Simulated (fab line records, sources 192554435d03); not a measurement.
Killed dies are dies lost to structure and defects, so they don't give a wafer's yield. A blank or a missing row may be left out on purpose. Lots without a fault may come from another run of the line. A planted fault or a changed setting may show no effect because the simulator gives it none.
fab line records | flow n5_finfet
record lots=6 wafers=17 last_day=17
route steps=1938 shown BEOL_M3@1013 BEOL_M4@1021 PASSIVATION@1936
lots that met no fault: from a run of the same line without faults
start_h: hours from the record's first day to the start of the lot's first wafer shown | wait_h: hours since the lot's step before | " the same as in the row above | L1.1+2: a row that stands for several wafers | - no value, or no start given | * or withheld: withheld | < > ~ a bound
route shown NAME@n: a module of which the file shows steps, and the number in the route of the first | usual: mean/standard deviation of fault-free wafers | same: alike in all rows | chamber/n: place in a boat | sites: the reading at each site | _std_site: their standard deviation | _edge_site: outer sites' mean less inner sites' | radius_mm: how far each site lies from the wafer's centre | mask NAME#n: copy n | behind: the tool/chamber that last shaped the wafer | hold: why the lot was held/for how many hours/how that ended | device: the transistor (n, p or np) that didn't switch | end of line: the same wafers' tests at the end of the route | a step without rows: its recipe alone | killed: dies lost to structure and defects at the first sort, not the wafer's yield | map: a wafer's dies, x killed, . not, _ none there
set.NAME: the setting as run; set.NAME@STEP: as run at that earlier step | model.NAME: the simulator's own value behind a step, which no gauge read
lots at some steps of the route; a table a step, a row a wafer
services: from which hour (start_h, from the record's first day; less than 0 if before it) a tool's chamber was out of use, for how many hours, and why
## steps
# step N5_BEOL_M3_CMP_52
# recipe stop_on=SiOC t_overpolish_s=6.8 down_force_psi=1 platen_rpm=50 clearing_platen_down_force_psi=1.5 clearing_platen_rpm=50 post_cmp_clean=cu_alkaline target_thk_nm=40 clearing_platen_pad_velocity_m_s=0.99484 pad_velocity_m_s=0.99484
# usual barrier_field_endpoint_s=24.6/0.61 clearing_platen_rpm=49.997/0.023 motor_current_A=5.8/0.55 overpolish_run_s=6.801/0.0092 time_to_endpoint_s=62/3.1
# columns lot.wafer tool chamber start_h wait_h barrier_field_endpoint_s clearing_platen_rpm motor_current_A overpolish_run_s time_to_endpoint_s
L579.2 cmp-04 1 165.92 0.3 24.1 49.983 4.9 6.792 61
L579.4 " 3 " " 25.2 49.986 5.9 6.810 64
L579.6 " 1 " " 24.1 49.997 4.7 6.809 60
L583.2 cmp-04 3 188.80 0.2 25.2 49.991 5.6 6.796 66
L583.4 " 2 " " 25.3 50.038 5.6 6.807 65
L583.6 " 0 " " 24.5 49.994 5.8 6.793 60
L596.3 cmp-04 3 256.78 0.2 25.2 49.967 6.1 6.816 66
L596.6 " 2 " " 25.0 50.019 5.7 6.793 61
L596.5 " 3 " " 25.1 49.940 5.9 6.798 64
L597.2 cmp-04 3 271.63 0.2 24.8 49.971 5.9 6.793 65
L597.1 " 0 " " 25.3 50.055 5.6 6.811 62
L598.3 cmp-04 1 272.15 0.3 24.1 49.991 4.9 6.808 58
L598.1 " 2 " " 24.3 49.979 5.7 6.792 64
L598.4 " 3 " " 26.0 50.011 5.8 6.801 68
L599.3 cmp-04 2 288.10 0.3 24.2 49.997 5.9 6.791 61
L599.5 " 3 " " 25.5 50.000 5.7 6.787 66
L599.6 " 0 " " 25.6 49.989 5.7 6.809 60
# step N5_BEOL_M3_THK_MEAS_53
# recipe thk_meas_gauge=xrf reads=Cu_of_BEOL_M3_ECD_50
# usual M3_THK=39.8/1.6
# columns lot.wafer tool chamber start_h wait_h M3_THK[nm]
L579.2 film_metro-01 - 166.18 - 38.0
L579.4 " - " " 43.5
L579.6 " - " " 41.6
L583.2 film_metro-01 - 189.10 - 40.5
L583.4 " - " " 41.1
L583.6 " - " " 40.0
L596.3 film_metro-02 - 257.04 - 39.3
L596.5 " - " " 41.8
L596.6 " - " " 41.1
L597.1 film_metro-02 - 271.93 - 38.2
L597.2 " - " " 39.6
L598.1 film_metro-01 - 272.41 - 38.8
L598.3 " - " " 39.2
L598.4 " - " " 42.3
L599.3 film_metro-02 - 288.28 - 38.1
L599.5 " - " " 41.5
L599.6 " - " " 39.5
# step N5_BEOL_M3_PRE_CLEAN_60
# recipe gas=NH3/H2 time_s=15 temp_c=* rf_power_w=300
# step N5_BEOL_M3_CO_CAP_55
# recipe material=Co target_thk_a=20 temp_c=200 precursor=CCTBA/H2 pressure_torr=30 time_s=102.1
# usual heater_power_w=230/14
# columns lot.wafer tool chamber start_h wait_h heater_power_w
L579.2 cvd_co-02 0 166.26 0.0 218
L579.4 " 0 " " 226
L579.6 " 1 " " 218
L583.2 cvd_co-02 2 189.26 0.0 233
L583.4 " 0 " " 220
L583.6 " 2 " " 240
L596.3 cvd_co-02 0 257.11 0.0 227
L596.5 " 2 " " 238
L596.6 " 1 " " 217
L597.1 cvd_co-02 2 272.07 0.0 243
L597.2 " 1 " " 222
L598.1 cvd_co-01 0 272.51 0.0 212
L598.3 " 2 " " 252
L598.4 " 1 " " 248
L599.3 cvd_co-01 2 288.36 0.0 249
L599.5 " 2 " " 252
L599.6 " 0 " " 215
# step N5_BEOL_M3_PRE_CLEAN_56
# recipe gas=NH3 time_s=15 temp_c=withheld rf_power_w=300
# step N5_BEOL_M3_DEP_57
# recipe material=SiCN target_thk_a=80 temp_c=withheld precursor=3MS/NH3 pressure_torr=3 rf_w=202 time_s=14
# usual showerhead_plenum_p_Torr=3.671/0.013 throttle_valve_pct=9.1/0.5
# columns lot.wafer tool chamber start_h wait_h showerhead_plenum_p_Torr throttle_valve_pct
L579.2 pecvd-01 0 166.38 0.0 3.658 9.6
L579.4 " 0 " " 3.659 9.6
L579.6 " 1 " " 3.677 9.1
L583.2 pecvd-03 0 189.37 0.0 3.696 9.4
L583.4 " 0 " " 3.695 9.5
L583.6 " 1 " " 3.692 9.6
L596.3 pecvd-01 0 257.26 0.0 3.657 9.8
L596.5 " 2 " " 3.662 8.3
L596.6 " 0 " " 3.652 9.5
L597.1 pecvd-01 0 272.19 0.0 3.663 9.5
L597.2 " 1 " " 3.686 9.0
L598.1 pecvd-03 2 272.63 0.0 3.662 8.6
L598.3 " 1 " " 3.698 9.7
L598.4 " 2 " " 3.661 8.3
L599.3 pecvd-03 0 288.52 0.0 3.693 9.9
L599.5 " 0 " " 3.699 9.4
L599.6 " 2 " " 3.659 8.5
# step N5_BEOL_M3_RS_MEAS_58
# recipe thk_meas_gauge=four-point-probe reads=Co_of_BEOL_M3_CO_CAP_55+Cu_of_BEOL_M3_ECD_50+Co_of_BEOL_M3_CVD_47+TaN_of_BEOL_M3_ALD_84
# usual M3_RS=0.67/0.036
# columns lot.wafer tool chamber start_h wait_h M3_RS[ohm/sq]
L579.2 film_metro-01 - 166.44 0.1 0.71
L579.4 " - " " 0.60
L579.6 " - " " 0.63
L583.2 film_metro-02 - 189.44 0.1 0.67
L583.4 " - " " 0.65
L583.6 " - " " 0.68
L596.3 film_metro-01 - 257.33 0.1 0.68
L596.5 " - " " 0.63
L596.6 " - " " 0.64
L597.1 film_metro-01 - 272.26 0.1 0.71
L597.2 " - " " 0.68
L598.1 film_metro-02 - 272.70 0.0 0.69
L598.3 " - " " 0.69
L598.4 " - " " 0.62
L599.3 film_metro-02 - 288.59 0.1 0.71
L599.5 " - " " 0.63
L599.6 " - " " 0.68
# step N5_BEOL_M3_INSPECT_59
# recipe inspect_instrument=darkfield mode=post_dep
# usual raw_defect_count=71/29
# columns lot.wafer tool chamber start_h wait_h raw_defect_count
L579.2 defect_inspect-01 - 166.47 0.0 58
L579.4 " - " " 57
L579.6 " - " " 49
L583.2 defect_inspect-02 - 189.47 0.0 94
L583.4 " - " " 93
L583.6 " - " " 95
L596.3 defect_inspect-02 - 257.35 0.0 46
L596.5 " - " " 61
L596.6 " - " " 66
L597.1 defect_inspect-02 - 272.28 0.0 103
L597.2 " - " " 68
L598.1 defect_inspect-02 - 272.72 0.0 86
L598.3 " - " " 75
L598.4 " - " " 73
L599.3 defect_inspect-02 - 288.61 0.0 98
L599.5 " - " " 84
L599.6 " - " " 77
# step N5_BEOL_M4_ILD_DEP_00
# recipe material=SiOC target_thk_a=790 temp_c=350 precursor=DEMS/O2 pressure_torr=5 rf_w=500 time_s=15.3
# usual heater_power_w=496/99 showerhead_plenum_p_Torr=5.698/0.014 throttle_valve_pct=11.9/0.61
# columns lot.wafer tool chamber start_h wait_h heater_power_w showerhead_plenum_p_Torr throttle_valve_pct
L579.2 pecvd-02 0 166.51 0.0 728 5.702 12.0
L579.4 " 1 " " 383 5.709 12.8
L579.6 " 1 " " 400 5.706 13.0
L583.2 pecvd-02 1 189.50 0.0 367 5.696 13.0
L583.4 " 1 " " 365 5.709 12.5
L583.6 " 1 " " 364 5.703 12.8
L596.3 pecvd-01 2 257.40 0.1 409 5.687 11.0
L596.5 " 0 " " 445 5.693 12.7
L596.6 " 2 " " 400 5.697 10.9
L597.1 pecvd-04 2 272.33 0.0 584 5.689 11.2
L597.2 " 0 " " 450 5.685 12.3
L598.1 pecvd-01 1 272.76 0.0 521 5.709 11.8
L598.3 " 0 " " 427 5.689 12.6
L598.4 " 2 " " 427 5.686 11.2
L599.3 pecvd-02 1 288.65 0.0 347 5.704 12.8
L599.5 " 1 " " 339 5.702 12.7
L599.6 " 2 " " 428 5.693 11.8
# step N5_BEOL_M4_THK_MEAS_01
# recipe reads=SiOC_of_BEOL_M4_ILD_DEP_00
# usual M4_ILD_THK=79.1/0.94
# columns lot.wafer tool chamber start_h wait_h M4_ILD_THK[nm]
L579.2 film_metro-01 - 166.59 0.1 79.7
L579.4 " - " " 80.1
L579.6 " - " " 80.3
L583.2 film_metro-01 - 189.59 0.1 79.7
L583.4 " - " " 80.4
L583.6 " - " " 79.7
L596.3 film_metro-02 - 257.47 0.1 79.6
L596.5 " - " " 80.0
L596.6 " - " " 79.0
L597.1 film_metro-02 - 272.40 0.0 79.2
L597.2 " - " " 79.0
L598.1 film_metro-01 - 272.83 0.0 79.0
L598.3 " - " " 80.5
L598.4 " - " " 80.4
L599.3 film_metro-02 - 288.98 0.3 77.7
L599.5 " - " " 79.1
L599.6 " - " " 79.1
# step N5_BEOL_M4_PECVD_72
# recipe material=SiO2 target_thk_a=160 temp_c=400 precursor=TEOS/O2 pressure_torr=5.5 rf_w=450 teos_flow_sccm=53.8 gas=O2 flow_sccm=3000 time_s=18
# step N5_BEOL_M4_HM_DEP_02
# recipe material=TiN target_thk_a=200 temp_c=25 chamber_pressure_pa=0.49996
# usual throttle_valve_pct=29.9/1.2
# columns lot.wafer tool chamber start_h wait_h throttle_valve_pct
L579.2 pvd_sputter-02 - 168.50 1.9 30.8
L579.4 " - " " 30.9
L579.6 " - " " 30.8
L583.2 pvd_sputter-02 - 191.25 1.6 31.0
L583.4 " - " " 30.9
L583.6 " - " " 30.8
L596.3 pvd_sputter-01 - 259.47 1.9 29.1
L596.5 " - " " 30.4
L596.6 " - " " 31.7
L597.1 pvd_sputter-01 - 272.49 0.0 31.8
L597.2 " - " " 28.7
L598.1 pvd_sputter-03 - 274.42 1.5 28.4
L598.3 " - " " 28.7
L598.4 " - " " 30.6
L599.3 pvd_sputter-01 - 291.48 2.4 30.4
L599.5 " - " " 27.9
L599.6 " - " " 30.5
# step N5_BEOL_M4_COAT_61
# recipe resist=SOC temp_c=250 time_s=60 spin_rpm=1500 resist_thk_nm=60
# usual dispense_pressure_kPa=48/3.4 heater_power_total_W=500.5/1.8 run_length_s=66.12/0.22
# columns lot.wafer tool chamber start_h wait_h dispense_pressure_kPa heater_power_total_W run_length_s
L579.2 litho_track-05 0 168.64 0.1 43 503.0 66.30
L579.4 " 0 " " 43 503.0 66.33
L579.6 " 0 " " 43 503.4 66.37
L583.2 litho_track-04 0 191.38 0.1 50 502.3 65.84
L583.4 " 0 " " 50 502.3 65.81
L583.6 " 0 " " 50 498.6 65.82
L596.3 litho_track-05 0 259.59 0.1 43 531.5 60.54
L596.5 " 0 " " 43 502.9 66.27
L596.6 " 0 " " 43 502.2 66.15
L597.1 litho_track-05 0 272.62 0.1 43 528.9 60.57
L597.2 " 0 " " 43 501.2 66.33
L598.1 litho_track-04 0 274.55 0.1 50 499.5 65.98
L598.3 " 0 " " 50 499.8 65.84
L598.4 " 0 " " 50 502.7 65.73
L599.3 litho_track-04 0 291.61 0.1 50 498.2 65.72
L599.5 " 0 " " 50 499.4 65.80
L599.6 " 0 " " 50 499.9 65.72
# step N5_BEOL_M4_COAT_62
# recipe resist=SiARC temp_c=220 time_s=60 spin_rpm=1500 resist_thk_nm=12
# step N5_BEOL_M4_RC_MEAS_101
# usual DIBL_N=35.8/1.6 DIBL_P=36.0/2.1 IOFF_N=0.153/0.026 IOFF_P=0.21/0.037 ION_N=673/11 ION_P=462/7.6 SS_N=71.4/0.53 SS_P=73.2/0.67 VT_N=250/3.2 VT_P=-250/3.7
# columns lot.wafer tool chamber start_h wait_h DIBL_N[mV/V] DIBL_P[mV/V] IOFF_N[nA/um] IOFF_P[nA/um] ION_N[uA/um] ION_P[uA/um] SS_N[mV/dec] SS_P[mV/dec] VT_N[mV] VT_P[mV]
L579.2 prober-02 0 177.56 0.2 35.8 35.8 0.133 0.18 665 453 71.3 73.3 255 -253
L579.4 " 0 " " 37.1 38.2 0.170 0.22 684 465 71.9 73.8 249 -250
L579.6 " 0 " " 36.7 37.8 0.159 0.20 675 462 71.5 73.6 251 -252
L583.2 prober-02 0 198.70 0.2 36.6 37.1 0.172 0.22 672 459 71.9 73.7 247 -251
L583.4 " 0 " " 33.8 34.0 0.122 0.17 655 456 71.3 72.7 253 -254
L583.6 " 0 " " 35.9 37.2 0.163 0.23 678 462 71.9 73.0 249 -249
L596.3 prober-02 0 274.92 0.3 37.6 35.7 0.163 0.19 676 459 72.4 72.8 249 -254
L596.5 " 0 " " 34.0 31.3 0.105 0.13 654 452 70.7 71.4 254 -257
L596.6 " 0 " " 36.4 35.3 0.141 0.17 670 455 71.8 73.0 251 -256
L598.1 prober-02 0 285.26 0.0 34.6 36.0 0.152 0.20 669 464 71.7 71.9 251 -249
L598.3 " 0 " " 36.1 38.1 0.192 0.26 680 469 72.4 73.9 247 -248
L598.4 " 0 " " 34.1 35.4 0.149 0.21 665 457 71.0 72.8 250 -248
L597.1 prober-01 0 289.30 0.0 38.0 39.5 0.183 0.24 679 465 72.1 74.6 252 -250
L597.2 " 0 " " 39.4 40.2 0.217 0.27 695 469 72.5 74.8 249 -250
L599.3 prober-02 0 302.71 0.3 39.4 39.4 0.192 0.24 675 463 71.8 73.6 248 -246
L599.5 " 0 " " 39.6 40.7 0.196 0.26 671 462 71.4 74.8 247 -247
L599.6 " 0 " " 37.3 38.1 0.157 0.22 669 465 70.8 73.8 252 -250
# step N5_PASSIVATION_PROBE_49
# usual defect_limited_yield=91.3/1.5 killed_at_M0_to_M3=33/12 killed_at_M4_up=13/5.2 killed_at_contacts=13/6.7 killed_at_front_end=40/11 killed_at_other=4.1/2.7 killed_dies=103/17 killed_open=69/13 killed_short=33/8.4 sort_bin_5_function=5.1/1 sort_bin_6_memory=3.2/0.62 sort_n_pass=1077/17 sort_yield_pct=91.3/1.5
# same gross_dies=1180 killed_at_back_side=0 sort_bin_4_leakage[%]=0 sort_bin_8_speed[%]=0
# columns lot.wafer tool chamber start_h wait_h defect_limited_yield[%] killed_at_M0_to_M3 killed_at_M4_up killed_at_contacts killed_at_front_end killed_at_other killed_dies killed_open killed_short sort_bin_5_function[%] sort_bin_6_memory[%] sort_n_pass sort_yield_pct[%]
L579.2 prober-01 - 274.71 0.1 90.4 39 12 29 30 3 113 84 27 6.1 3.2 1067 90.4
L579.4 prober-01 - 274.81 0.2 93.9 26 7 8 30 1 72 45 24 3.6 2.0 1108 93.9
L579.6 prober-01 - 274.91 0.3 93.1 17 10 19 32 3 81 54 24 4.1 2.5 1099 93.1
L583.2 prober-01 - 311.96 0.1 91.3 21 13 17 50 2 103 69 34 6.0 2.5 1077 91.3
L583.4 prober-01 - 312.06 0.2 90.7 40 11 22 29 8 110 75 33 5.5 3.6 1070 90.7
L583.6 prober-01 - 312.16 0.3 91.4 26 9 20 43 3 101 68 31 4.4 3.7 1079 91.4
L596.3 prober-01 - 390.82 0.1 89.5 53 12 12 40 7 124 77 46 6.5 3.6 1056 89.5
L596.5 prober-01 - 390.92 0.2 92.0 24 7 10 47 6 94 71 23 4.5 3.3 1086 92.0
L596.6 prober-01 - 390.97 0.3 90.8 31 13 10 53 2 109 80 29 5.2 3.6 1071 90.8
L598.1 prober-01 - 394.70 0.3 93.7 19 6 11 34 4 74 56 16 3.3 2.9 1106 93.7
L598.3 prober-01 - 394.80 0.4 93.3 20 17 13 24 5 79 55 23 3.7 2.7 1101 93.3
L598.4 prober-01 - 394.85 0.4 90.6 36 7 27 37 4 111 79 28 5.7 3.3 1069 90.6
L597.1 prober-01 - 395.00 0.0 90.8 27 8 13 55 5 108 62 44 5.7 2.6 1072 90.8
L597.2 prober-01 - 395.05 0.1 91.0 28 7 18 46 7 106 61 40 4.6 3.6 1074 91.0
L599.3 prober-02 - 396.53 0.1 91.1 45 13 7 38 2 105 64 38 5.2 3.5 1075 91.1
L599.5 prober-02 - 396.63 0.2 91.8 36 14 9 34 4 97 59 36 5.1 2.5 1083 91.8
L599.6 prober-02 - 396.68 0.3 91.8 42 10 6 38 1 97 52 44 4.7 2.9 1083 91.8
# killed by level:class
L579.2 MOL_CONTACT_COAG:geometric_particle:open=27 BEOL_M2:geometric_particle:open=12 FIN_SAQP:geometric_particle:open=8 BEOL_M3:geometric_particle:open=7 STI_FIN_REVEAL:geometric_particle:open=6 FIN_SAQP:geometric_particle:short=4 BEOL_M0_SAQP:geometric_particle:open=4 BEOL_M1:geometric_particle:open=4
L579.4 BEOL_M2:geometric_particle:open=9 FIN_SAQP:geometric_particle:short=7 FIN_SAQP:geometric_particle:open=6 MOL_CONTACT_COAG:geometric_particle:open=6 DUMMY_GATE:geometric_particle:open=5 BEOL_M0_SAQP:geometric_particle:open=5 GATE_CUT:geometric_particle:short=4 BEOL_M0_SAQP:geometric_particle:short=3
L579.6 MOL_CONTACT_COAG:geometric_particle:open=16 STI_FIN_REVEAL:geometric_particle:open=5 BEOL_M2:geometric_particle:open=5 STARTING-WAFER:geometric_particle:open=5 FIN_SAQP:geometric_particle:short=4 ILD0:geometric_particle:short=3 MOL_CONTACT_COAG:geometric_particle:short=3 BEOL_M0_SAQP:geometric_particle:short=3
L583.2 STI_FIN_REVEAL:geometric_particle:open=13 MOL_CONTACT_COAG:geometric_particle:open=12 BEOL_M0_SAQP:geometric_particle:open=8 STI_FIN_REVEAL:geometric_particle:short=6 FIN_SAQP:geometric_particle:open=5 FIN_SAQP:geometric_particle:short=5 BEOL_M2:geometric_particle:open=5 MOL_CONTACT_COAG:geometric_particle:short=5
L583.4 MOL_CONTACT_COAG:geometric_particle:open=18 BEOL_M0_SAQP:geometric_particle:open=16 BEOL_M0_SAQP:geometric_particle:short=12 STI_FIN_REVEAL:geometric_particle:open=6 GATE_CUT:geometric_particle:short=5 BEOL_M4:geometric_particle:open=5 MOL_CONTACT_COAG:geometric_particle:short=4 BEOL_M0:geometric_particle:open=4
L583.6 MOL_CONTACT_COAG:geometric_particle:open=15 DUMMY_GATE:geometric_particle:open=7 BEOL_M0_SAQP:geometric_particle:short=6 FIN_SAQP:geometric_particle:open=5 FIN_SAQP:geometric_particle:short=5 MOL_CONTACT_COAG:geometric_particle:short=5 GATE_CUT:geometric_particle:short=5 BEOL_M0_SAQP:geometric_particle:open=5
L596.3 BEOL_M0_SAQP:geometric_particle:open=11 BEOL_M0_SAQP:geometric_particle:short=11 FIN_SAQP:geometric_particle:open=10 BEOL_M1:geometric_particle:open=10 MOL_CONTACT_COAG:geometric_particle:short=6 MOL_CONTACT_COAG:geometric_particle:open=6 BEOL_M2:geometric_particle:open=6 DUMMY_GATE:geometric_particle:open=4
L596.5 STI_FIN_REVEAL:geometric_particle:open=16 FIN_SAQP:geometric_particle:open=9 MOL_CONTACT_COAG:geometric_particle:open=8 BEOL_M3:geometric_particle:open=8 FIN_SAQP:geometric_particle:short=4 DUMMY_GATE:geometric_particle:open=4 GATE_CUT:geometric_particle:short=4 BEOL_M0_SAQP:geometric_particle:open=4
L596.6 STI_FIN_REVEAL:geometric_particle:open=14 FIN_SAQP:geometric_particle:open=11 MOL_CONTACT_COAG:geometric_particle:open=10 BEOL_M3:geometric_particle:open=7 DUMMY_GATE:geometric_particle:open=6 BEOL_M0_SAQP:geometric_particle:short=6 BEOL_M0:geometric_particle:open=5 FIN_SAQP:geometric_particle:short=4
L598.1 MOL_CONTACT_COAG:geometric_particle:open=10 BEOL_M2:geometric_particle:open=8 STI_FIN_REVEAL:geometric_particle:open=6 DUMMY_GATE:geometric_particle:open=5 BEOL_M3:geometric_particle:open=5 BEOL_M4:geometric_particle:open=5 STARTING-WAFER:geometric_particle:open=5 GATE_CUT:geometric_particle:short=4
L598.3 MOL_CONTACT_COAG:geometric_particle:open=11 STI_FIN_REVEAL:geometric_particle:open=5 BEOL_M0_SAQP:geometric_particle:short=5 BEOL_M0_SAQP:geometric_particle:open=4 BEOL_M2:geometric_particle:open=4 BEOL_M5:geometric_particle:open=4 STARTING-WAFER:geometric_particle:short=4 GATE_CUT:geometric_particle:short=3
L598.4 MOL_CONTACT_COAG:geometric_particle:open=24 BEOL_M2:geometric_particle:open=8 BEOL_M1:geometric_particle:open=6 BEOL_M3:geometric_particle:open=6 FIN_SAQP:geometric_particle:open=5 BEOL_M0_SAQP:geometric_particle:open=5 STI_FIN_REVEAL:geometric_particle:open=4 SPACER0:geometric_particle:short=4
L597.1 FIN_SAQP:geometric_particle:open=12 MOL_CONTACT_COAG:geometric_particle:open=12 FIN_SAQP:geometric_particle:short=11 GATE_CUT:geometric_particle:short=10 DUMMY_GATE:geometric_particle:open=8 BEOL_M0_SAQP:geometric_particle:short=6 BEOL_M0:geometric_particle:open=5 BEOL_M1:geometric_particle:open=5
L597.2 MOL_CONTACT_COAG:geometric_particle:open=12 FIN_SAQP:geometric_particle:open=6 STI_FIN_REVEAL:geometric_particle:open=6 DUMMY_GATE:geometric_particle:open=6 GATE_CUT:geometric_particle:short=5 MOL_CONTACT_COAG:geometric_particle:short=5 BEOL_M1:geometric_particle:short=5 BEOL_M3:geometric_particle:open=5
L599.3 FIN_SAQP:geometric_particle:short=16 BEOL_M3:geometric_particle:open=10 MOL_CONTACT_COAG:geometric_particle:open=7 BEOL_M0_SAQP:geometric_particle:open=7 BEOL_M0:geometric_particle:open=7 BEOL_M1:geometric_particle:open=7 BEOL_M0_SAQP:geometric_particle:short=6 BEOL_M4:geometric_particle:open=6
L599.5 BEOL_M0_SAQP:geometric_particle:short=9 BEOL_M1:geometric_particle:open=9 FIN_SAQP:geometric_particle:short=8 BEOL_M0_SAQP:geometric_particle:open=8 MOL_CONTACT_COAG:geometric_particle:open=6 BEOL_M4:geometric_particle:open=5 FIN_SAQP:geometric_particle:open=4 STI_FIN_REVEAL:geometric_particle:open=4
L599.6 FIN_SAQP:geometric_particle:short=12 BEOL_M0_SAQP:geometric_particle:short=9 BEOL_M3:geometric_particle:open=9 BEOL_M0_SAQP:geometric_particle:open=8 BEOL_M4:geometric_particle:open=8 FIN_SAQP:geometric_particle:open=7 BEOL_M1:geometric_particle:open=6 BEOL_M1:geometric_particle:short=5
## services
# columns tool chamber start_h hours kind
pvd_sputter-01 - 143.08 4.3 repair
cmp-04 - 145.83 - consumable_replace:conditioner
cmp-04 - 145.83 - consumable_replace:pad
pecvd-02 2 164.86 29.8 repair
pecvd-02 - 165.15 0.4 repair
pecvd-02 1 189.86 2.9 repair
pecvd-01 2 194.03 10.1 repair
pecvd-01 - 196.98 0.2 repair
pecvd-03 2 202.38 - clean
pecvd-03 2 202.38 - consumable_replace:showerhead
pecvd-03 2 202.38 29.0 scheduled_down
pecvd-03 2 202.38 29.0 vent_cycle
cvd_co-02 - 209.75 6.0 pm
pecvd-03 0 222.11 2.1 scheduled_down
pecvd-04 1 239.86 2.1 scheduled_down
pecvd-01 2 247.92 5.4 repair
pecvd-02 2 249.49 2.1 scheduled_down
cvd_co-02 - 258.29 2.3 repair
litho_track-04 - 274.28 - consumable_replace:filter
pecvd-03 0 275.91 7.4 repair
cvd_co-02 - 276.57 2.8 pm
pecvd-01 0 278.24 12.8 repair
pecvd-04 - 278.25 1.6 repair
pvd_sputter-03 - 279.46 4.2 repair
## key
first_sign step=N5_BEOL_M4_COAT_61 reading=run_length_s direction=down sigmas=25 usual=* struck=*
effect step=N5_BEOL_M4_COAT_61 reading=heater_power_total_W direction=up sigmas=16 usual=* struck=*
met_at N5_BEOL_M4_COAT_61
struck_wafers L596.3,L597.1
onset_between 168.64 259.59
fault kind=process_parameter_drift tool=litho_track-05 chamber=- onset_h=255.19 steps=N5_BEOL_M4_COAT_61 channel=time_s offset=* shape=step end_h=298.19 scope=struck_wafers_only acts_in=* stated=*
